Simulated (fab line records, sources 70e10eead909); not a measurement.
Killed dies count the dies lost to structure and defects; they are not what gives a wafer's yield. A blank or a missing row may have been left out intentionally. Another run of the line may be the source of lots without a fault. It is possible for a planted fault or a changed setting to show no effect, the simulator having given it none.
Chamber matching || flow nandHarc || NHARC_A_WL_FILL_STRIP_29 on rieDiel-05 has 4 sister chambers
The step strips in O2, time 20 s. 14 wafers are shown with their chamber, then 7 later ones without.

WAFERS, EACH WITH ITS CHAMBER
{"wafer": "L074.2", "chamber": 1, "drypumpMotorCurrentA (A)": 5.7, "oesProductAu (a.u.)": 1.006, "rfVppV (V)": 57.6}
{"wafer": "L074.3", "chamber": 0, "drypumpMotorCurrentA (A)": 6.1, "oesProductAu (a.u.)": 1.001, "rfVppV (V)": 59.4}
{"wafer": "L074.5", "chamber": 2, "drypumpMotorCurrentA (A)": 5.1, "oesProductAu (a.u.)": 1.009, "rfVppV (V)": 58.1}
{"wafer": "L077.2", "chamber": 2, "drypumpMotorCurrentA (A)": 5.1, "oesProductAu (a.u.)": 0.996, "rfVppV (V)": 58.6}
{"wafer": "L077.4", "chamber": 0, "drypumpMotorCurrentA (A)": 6.1, "oesProductAu (a.u.)": 0.982, "rfVppV (V)": 57.1}
{"wafer": "L077.6", "chamber": 1, "drypumpMotorCurrentA (A)": 5.7, "oesProductAu (a.u.)": 1.007, "rfVppV (V)": 58.7}
{"wafer": "L080.3", "chamber": 2, "drypumpMotorCurrentA (A)": 5.1, "oesProductAu (a.u.)": 0.996, "rfVppV (V)": 58.4}
{"wafer": "L080.4", "chamber": 3, "drypumpMotorCurrentA (A)": 5.9, "oesProductAu (a.u.)": 0.989, "rfVppV (V)": 58.8}
{"wafer": "L080.6", "chamber": 0, "drypumpMotorCurrentA (A)": 6.1, "oesProductAu (a.u.)": 0.992, "rfVppV (V)": 59.1}
{"wafer": "L082.1", "chamber": 1, "drypumpMotorCurrentA (A)": 5.7, "oesProductAu (a.u.)": 1.010, "rfVppV (V)": 58.3}
{"wafer": "L082.2", "chamber": 2, "drypumpMotorCurrentA (A)": 5.0, "oesProductAu (a.u.)": 0.992, "rfVppV (V)": 58.3}
{"wafer": "L082.3", "chamber": 0, "drypumpMotorCurrentA (A)": 6.1, "oesProductAu (a.u.)": 0.998, "rfVppV (V)": 58.4}
{"wafer": "L082.4", "chamber": 3, "drypumpMotorCurrentA (A)": 5.9, "oesProductAu (a.u.)": 0.988, "rfVppV (V)": 58.4}
{"wafer": "L082.5", "chamber": 3, "drypumpMotorCurrentA (A)": 5.9, "oesProductAu (a.u.)": 0.992, "rfVppV (V)": 59.8}

SIGNATURES (averages over the wafers above)
{"reading": "drypumpMotorCurrentA", "chamber 0": 6.100, "chamber 1": 5.700, "chamber 2": 5.075, "chamber 3": 5.900, "scatter within a chamber": 0.0274}
{"reading": "oesProductAu", "chamber 0": 0.99325, "chamber 1": 1.00767, "chamber 2": 0.99825, "chamber 3": 0.98967, "scatter within a chamber": 0.00627}
{"reading": "rfVppV", "chamber 0": 58.500, "chamber 1": 58.200, "chamber 2": 58.350, "chamber 3": 59.000, "scatter within a chamber": 0.702}
Rule: for each reading, subtract the chamber's mean from the wafer's reading, divide by that reading's scatter and square the result; add these up over the readings and take the root, which gives the wafer's distance from the chamber. If the next closest chamber is less than 2 further off than the closest, the wafer can't be placed; otherwise it belongs to the closest. The scatter is the square root of a quotient: the sum, over the shown wafers, of each reading's squared deviation from its chamber's mean, divided by wafers minus chambers.

WAFERS WHOSE CHAMBER IS MISSING
{"wafer": "L082.6", "drypumpMotorCurrentA (A)": 6.1, "oesProductAu (a.u.)": 0.989, "rfVppV (V)": 59.1}
{"wafer": "L084.3", "drypumpMotorCurrentA (A)": 5.7, "oesProductAu (a.u.)": 1.026, "rfVppV (V)": 56.1}
{"wafer": "L084.4", "drypumpMotorCurrentA (A)": 5.9, "oesProductAu (a.u.)": 0.993, "rfVppV (V)": 57.2}
{"wafer": "L084.6", "drypumpMotorCurrentA (A)": 5.7, "oesProductAu (a.u.)": 1.017, "rfVppV (V)": 57.6}
{"wafer": "L092.3", "drypumpMotorCurrentA (A)": 5.9, "oesProductAu (a.u.)": 0.983, "rfVppV (V)": 57.4}
{"wafer": "L092.4", "drypumpMotorCurrentA (A)": 6.1, "oesProductAu (a.u.)": 0.992, "rfVppV (V)": 59.1}
{"wafer": "L092.5", "drypumpMotorCurrentA (A)": 5.9, "oesProductAu (a.u.)": 0.987, "rfVppV (V)": 56.9}

THE CHAMBER EACH PASSED THROUGH
{"wafer": "L082.6", "from the rows above": 0, "in truth": 0}
{"wafer": "L084.3", "from the rows above": 1, "in truth": 1}
{"wafer": "L084.4", "from the rows above": 3, "in truth": 3}
{"wafer": "L084.6", "from the rows above": 1, "in truth": 1}
{"wafer": "L092.3", "from the rows above": 3, "in truth": 3}
{"wafer": "L092.4", "from the rows above": 0, "in truth": 0}
{"wafer": "L092.5", "from the rows above": 3, "in truth": 3}
Correctly placed: 7 of 7. From these rows, 0 cannot be placed. Number placed wrongly: 0.
